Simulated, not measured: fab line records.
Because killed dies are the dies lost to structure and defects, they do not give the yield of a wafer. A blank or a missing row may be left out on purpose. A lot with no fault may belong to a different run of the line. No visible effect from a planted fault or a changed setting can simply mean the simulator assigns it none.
fab line records	flow n5Finfet	part 2 of 2: steps 5 to 6 of 6
record: lots: 22	wafers: 66	lastDay: 18
route steps=1938 shown MOL_CONTACT_COAG@608 BEOL_M0_SAQP@654
lots that met no fault: taken from a fault-free run of the same line
startH: hours from the record's first day to the start of the lot's first wafer shown	waitH: hours from the lot's prior step to this one	" repeats the value in the row above	L1.1+2: several wafers, shown together as one row	- no value, or no start given	* or withheld: withheld	< > ~ a bound
route shown NAME@n: a module of which the file shows steps, and the number in the route of the first	usual: mean and standard deviation over wafers with no fault	same: alike in all rows	chamber/n: place in a boat	sites: per-site readings	_std_site: standard deviation of those values	_edge_site: mean of outer sites minus mean of inner sites	radiusMm: how far each site lies from the wafer's centre	mask NAME#n: copy n	behind: tool/chamber where the wafer was last shaped	hold: cause of the lot's hold/its duration in hours/its outcome	device: the transistor (n, p or np) that didn't switch	end of line: the same wafers' tests at the end of the route	for a step that has no rows: nothing shown but its recipe	killed: count of dies lost to structure and defects at first sort (not the wafer's yield)	map: dies across one wafer; x = killed, . = not, _ = none there
set.NAME: the setting that was run; set.NAME@STEP: the one run at that earlier step	model.NAME: the simulator's own value behind a step, which no gauge read
the route's steps for a sample of lots (tables are steps, rows are wafers)
services: when a tool's chamber went out of use (startH, in hours from the record's first day, below 0 if earlier), for how many hours, and the reason
== steps ==
step: N5_BEOL_M0_SAQP_CD_MEAS_25
recipe: targetCdNm: 13.1	landingEnergyEv: 1000	detector: seInlens
usual: cdNm: 12.90/0.26
lot.wafer	tool	chamber	startH	waitH	cdNm
L074.1	cdSem-01	0	109.44	0.1	12.96
L074.3	"	0	"	"	12.75
L074.4	"	0	"	"	12.68
L075.1	cdSem-03	0	116.27	0.1	13.14
L075.4	"	0	"	"	12.72
L075.6	"	0	"	"	13.17
L076.4	cdSem-01	0	123.28	0.1	13.11
L076.5	"	0	"	"	12.53
L076.6	"	0	"	"	12.77
L077.3	cdSem-01	0	124.31	0.1	12.89
L077.5	"	0	"	"	12.81
L077.6	"	0	"	"	12.74
L078.1	cdSem-01	0	139.21	0.1	13.36
L078.2	"	0	"	"	12.56
L078.3	"	0	"	"	13.05
L079.2	cdSem-01	0	147.64	0.1	13.00
L079.4	"	0	"	"	12.95
L079.5	"	0	"	"	13.00
L080.1	cdSem-01	0	152.10	0.1	12.87
L080.4	"	0	"	"	12.99
L080.5	"	0	"	"	13.37
L081.1	cdSem-01	0	156.70	0.1	12.55
L081.2	"	0	"	"	13.11
L081.6	"	0	"	"	13.14
L082.1	cdSem-01	0	160.96	0.1	12.80
L082.3	"	0	"	"	13.09
L082.4	"	0	"	"	12.64
L083.3	cdSem-02	0	162.40	0.1	12.84
L083.5	"	0	"	"	12.69
L083.6	"	0	"	"	12.81
L085.2	cdSem-02	0	179.12	0.1	12.87
L085.4	"	0	"	"	12.78
L085.6	"	0	"	"	12.73
L086.3	cdSem-01	0	179.48	0.1	12.75
L086.4	"	0	"	"	12.49
L086.6	"	0	"	"	13.21
L087.2	cdSem-03	0	194.86	0.1	13.26
L087.4	"	0	"	"	12.67
L087.6	"	0	"	"	12.76
L088.2	cdSem-02	0	197.68	0.1	13.11
L088.4	"	0	"	"	12.97
L088.6	"	0	"	"	12.71
L090.2	cdSem-02	0	203.25	0.1	13.20
L090.3	"	0	"	"	12.83
L090.5	"	0	"	"	13.20
L091.3	cdSem-03	0	208.72	0.1	13.31
L091.4	"	0	"	"	13.09
L091.6	"	0	"	"	13.08
L092.2	cdSem-03	0	216.49	0.1	12.74
L092.3	"	0	"	"	13.35
L092.5	"	0	"	"	12.90
L093.2	cdSem-01	0	223.98	0.1	12.76
L093.5	"	0	"	"	12.88
L093.6	"	0	"	"	13.42
L094.2	cdSem-03	0	229.34	0.1	13.04
L094.4	"	0	"	"	13.15
L094.5	"	0	"	"	13.03
L095.1	cdSem-02	0	241.67	0.1	12.64
L095.2	"	0	"	"	12.61
L095.3	"	0	"	"	12.78
L096.3	cdSem-01	0	244.47	0.1	12.97
L096.5	"	0	"	"	12.47
L096.6	"	0	"	"	12.77
L097.1	cdSem-02	0	248.46	0.1	12.51
L097.3	"	0	"	"	13.11
L097.4	"	0	"	"	12.71
step: N5_BEOL_M0_SAQP_ETCH_107
recipe: chemistry: CH3F/O2	target: SiNx	targetDepthA: 300	maskMaterial: SOC	pressureMtorr: 30	sourceW: 395	biasW: 73	Ar_flow_sccm: 150	CH3F_flow_sccm: 30	O2_flow_sccm: 20	ionEnergyEv: 120
usual: CH3F_flow_sccm: 30.00/0.086	drypumpMotorCurrentA: 5.7/0.53	oesProductAu: 0.77/0.1	rfVppV: 300/3.6	showerheadPlenumPTorr: 2.03/0.059	throttleValvePct: 16.47/0.25
lot.wafer	tool	chamber	startH	waitH	CH3F_flow_sccm	drypumpMotorCurrentA	oesProductAu	rfHoursCounterH	rfVppV	showerheadPlenumPTorr	throttleValvePct
L074.1	rieDiel-03	0	110.43	0.0	30.08	5.9	0.68	245	298	1.97	16.91
L074.3	"	3	"	"	29.95	4.8	0.76	148	305	2.12	16.54
L074.4	"	1	"	"	29.97	5.3	0.77	152	299	2.00	16.71
L075.1	rieDiel-03	3	117.04	0.0	29.97	4.8	0.75	150	306	2.12	16.54
L075.4	"	2	"	"	29.89	6.0	0.68	245	298	2.07	16.83
L075.6	"	3	"	"	29.98	4.8	0.74	-	305	2.12	16.54
L076.4	rieDiel-03	1	124.24	0.0	29.97	5.3	0.77	155	300	2.00	16.70
L076.5	"	2	"	"	30.14	6.0	0.68	-	297	2.07	16.83
L076.6	"	3	"	"	29.93	4.8	0.75	-	306	2.12	16.55
L077.3	rieDiel-03	0	125.41	0.0	30.11	5.9	0.68	249	298	1.97	16.91
L077.5	"	3	"	"	29.98	4.8	0.74	-	305	2.12	16.54
L077.6	"	0	"	"	30.15	5.9	0.68	-	298	1.97	16.93
L078.1	rieDiel-02	0	139.98	0.0	29.95	5.2	0.71	215	301	2.06	16.41
L078.2	"	3	"	"	29.94	6.2	0.68	216	300	2.06	16.35
L078.3	"	2	"	"	29.98	5.9	0.70	226	292	1.92	16.43
L079.2	rieDiel-03	3	148.50	0.0	29.94	4.8	0.73	161	304	2.12	16.58
L079.4	"	1	"	"	30.00	5.4	0.77	-	299	2.00	16.73
L079.5	"	3	"	"	29.91	4.9	0.73	-	305	2.12	16.57
L080.1	rieDiel-02	0	153.07	0.0	30.08	5.2	0.69	220	300	2.06	16.41
L080.4	"	3	"	"	29.91	6.2	0.68	221	299	2.06	16.38
L080.5	"	0	"	"	30.08	5.2	0.70	-	301	2.06	16.44
L081.1	rieDiel-05	3	157.47	0.0	29.92	5.9	0.72	162	299	2.08	16.66
L081.2	"	1	"	"	30.17	5.3	0.70	240	309	2.06	16.59
L081.6	"	0	"	"	30.20	6.6	0.75	-	303	1.95	16.16
L082.1	rieDiel-03	0	161.73	0.0	30.18	5.9	1.00	5	298	1.97	16.36
L082.3	"	3	"	"	29.93	4.8	0.73	167	304	2.11	16.57
L082.4	"	0	"	"	30.03	5.9	0.99	-	295	1.97	16.37
L083.3	rieDiel-02	2	163.30	0.0	30.00	5.9	0.70	234	293	1.91	16.43
L083.5	"	0	"	"	30.06	5.2	0.70	-	301	2.06	16.41
L083.6	"	3	"	"	29.97	6.3	0.69	-	300	2.06	16.38
L085.2	rieDiel-03	0	180.18	0.0	30.08	5.9	0.97	13	297	1.97	16.39
L085.4	"	1	"	"	30.12	5.4	0.76	178	301	1.99	16.73
L085.6	"	0	"	"	30.04	5.9	0.97	-	298	1.97	16.37
L086.3	rieDiel-02	2	180.54	0.0	29.91	5.9	0.70	238	292	1.91	16.44
L086.4	"	0	"	"	29.95	5.2	0.69	-	300	2.06	16.43
L086.6	"	1	"	"	30.04	6.3	0.82	-	301	2.03	15.96
L087.2	rieDiel-03	3	195.63	0.0	29.92	4.8	0.73	179	305	2.11	16.59
L087.4	"	0	"	"	29.92	5.9	0.95	18	298	1.96	16.39
L087.6	"	0	"	"	30.00	5.9	0.95	-	296	1.96	16.39
L088.2	rieDiel-03	3	198.45	0.0	29.91	4.8	0.73	180	304	2.11	16.59
L088.4	"	1	"	"	29.92	5.3	0.75	185	299	1.99	16.76
L088.6	"	0	"	"	29.85	5.9	0.95	-	296	1.96	16.40
L090.2	rieDiel-02	1	204.13	0.0	30.12	6.3	0.81	71	303	2.03	15.97
L090.3	"	3	"	"	29.99	6.2	0.68	232	299	2.06	16.39
L090.5	"	1	"	"	29.99	6.3	0.81	-	300	2.03	15.97
L091.3	rieDiel-03	0	209.59	0.0	29.88	5.9	0.93	23	297	1.96	16.40
L091.4	"	2	"	"	30.12	5.9	0.95	12	298	2.06	16.39
L091.6	"	0	"	"	29.93	5.9	0.94	-	295	1.96	16.40
L092.2	rieDiel-03	1	217.61	0.0	30.01	5.3	0.74	191	300	1.99	16.77
L092.3	"	0	"	"	30.06	5.9	0.94	25	296	1.96	16.41
L092.5	"	1	"	"	30.12	5.3	0.74	-	300	1.99	16.76
L093.2	rieDiel-02	1	224.75	0.0	29.99	6.3	0.80	79	302	2.02	16.01
L093.5	"	3	"	"	30.05	6.2	0.68	-	299	2.06	16.40
L093.6	"	0	"	"	30.04	5.2	0.68	-	300	2.05	16.46
L094.2	rieDiel-02	0	230.11	0.0	30.00	5.2	0.69	244	299	2.05	16.46
L094.4	"	0	"	"	29.90	5.2	0.69	-	301	2.05	16.47
L094.5	"	3	"	"	30.04	6.2	0.68	-	299	2.05	16.41
L095.1	rieDiel-05	2	242.62	0.0	30.13	6.6	0.73	176	298	1.99	16.34
L095.2	"	0	"	"	30.11	6.6	0.74	172	303	1.94	16.22
L095.3	"	3	"	"	30.03	5.8	0.70	188	299	2.07	16.72
L096.3	rieDiel-02	1	245.36	0.0	29.98	6.3	0.80	83	302	2.02	15.99
L096.5	"	2	"	"	29.91	5.9	0.95	-	298	2.16	16.04
L096.6	"	1	"	"	29.95	6.3	0.79	-	301	2.02	15.99
L097.1	rieDiel-03	0	249.23	0.0	29.95	5.9	0.92	35	297	1.96	16.43
L097.3	"	1	"	"	29.91	5.4	0.73	201	299	1.99	16.77
L097.4	"	3	"	"	29.84	4.8	0.72	196	305	2.10	16.63
== services ==
tool	chamber	startH	hours	kind
rieDiel-02	0	83.16	3.2	repair
rieDiel-06	1	88.25	-	clean
rieDiel-06	1	88.25	-	consumableReplace:focusRing
rieDiel-06	1	88.25	-	consumableReplace:showerhead
rieDiel-06	1	88.25	19.6	scheduledDown
rieDiel-06	1	88.25	19.6	ventCycle
aldSin-01	2	101.12	6.2	repair
rieDiel-05	3	120.53	12.2	repair
rieDiel-04	3	122.87	3.9	repair
rieDiel-04	-	126.60	2.8	pm
rieDiel-05	0	130.14	5.3	repair
aldSin-02	2	130.82	3.4	repair
rieDiel-01	-	144.78	4.3	pm
rieDiel-02	-	145.77	0.3	repair
aldSin-04	0	151.87	11.8	repair
rieDiel-06	3	173.08	5.7	repair
aldSin-02	-	177.38	14.0	pm
rieDiel-04	3	185.80	9.3	repair
aldSin-02	1	203.12	14.9	repair
rieDiel-02	2	214.60	-	clean
rieDiel-02	2	214.60	-	consumableReplace:focusRing
rieDiel-02	2	214.60	-	consumableReplace:showerhead
rieDiel-02	2	214.60	22.7	scheduledDown
rieDiel-06	-	221.57	2.8	pm
